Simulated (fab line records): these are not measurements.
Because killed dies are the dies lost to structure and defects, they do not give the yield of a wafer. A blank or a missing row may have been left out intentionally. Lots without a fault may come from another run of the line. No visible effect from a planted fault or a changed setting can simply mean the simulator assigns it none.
Matching of chambers | flow nand harc | NHARC_A_CONTACT_ETCH_92 on rie diel-11: 4 sister chambers
The step etches the open film in CH3F/O2, target depth 40 nm, time 85.7 s. 8 wafers are shown with their chamber, then 12 later ones without.

== WAFERS WITH THEIR CHAMBER ==
wafer  | chamber | drypump motor current A (A) | rf vpp V (V)
L084.1 | 0       | 5.6                         | 245.6
L086.1 | 1       | 5.6                         | 247.3
L086.2 | 0       | 5.6                         | 245.9
L086.3 | 3       | 5.7                         | 245.2
L086.5 | 2       | 5.8                         | 241.7
L087.2 | 1       | 5.6                         | 246.6
L087.3 | 3       | 5.8                         | 245.8
L087.5 | 2       | 5.8                         | 240.8

== WAFERS WITHOUT THEIR CHAMBER ==
wafer  | drypump motor current A (A) | rf vpp V (V)
L091.1 | 5.8                         | 241.9
L091.5 | 5.8                         | 242.7
L091.6 | 5.6                         | 246.0
L093.2 | 5.8                         | 243.3
L093.3 | 5.6                         | 246.0
L093.6 | 5.6                         | 245.1
L092.1 | 5.6                         | 245.2
L092.4 | 5.6                         | 244.8
L092.6 | 5.6                         | 245.5
L097.2 | 5.8                         | 244.8
L097.3 | 5.6                         | 245.6
L097.5 | 5.8                         | 242.2

== CHAMBER TAKEN BY EACH ==
wafer  | from the rows above     | in truth
L091.1 | 2                       | 2
L091.5 | 2                       | 2
L091.6 | can't be placed: 0 or 1 | 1
L093.2 | can't be placed: 2 or 3 | 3
L093.3 | can't be placed: 0 or 1 | 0
L093.6 | 0                       | 0
L092.1 | 0                       | 0
L092.4 | 0                       | 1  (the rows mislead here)
L092.6 | 0                       | 0
L097.2 | 3                       | 3
L097.3 | 0                       | 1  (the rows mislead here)
L097.5 | 2                       | 2
Correctly placed: 7 of 12. Cannot be placed on the basis of these rows: 3; the candidates contain the true chamber in 3. Wrongly placed: 2.
How it was worked out, from the rows above alone: a wafer's distance from a chamber is the root of the sum, over the readings, of the square of ((its reading less the chamber's mean) divided by the reading's scatter). If the next closest chamber is less than 2 further off than the closest, the wafer can't be placed; otherwise it belongs to the closest. Each chamber's mean is taken over the wafers shown for it. The scatter: the root of (the sum of the squares of (reading less its chamber's mean) over the shown wafers, divided by (wafers less chambers)).
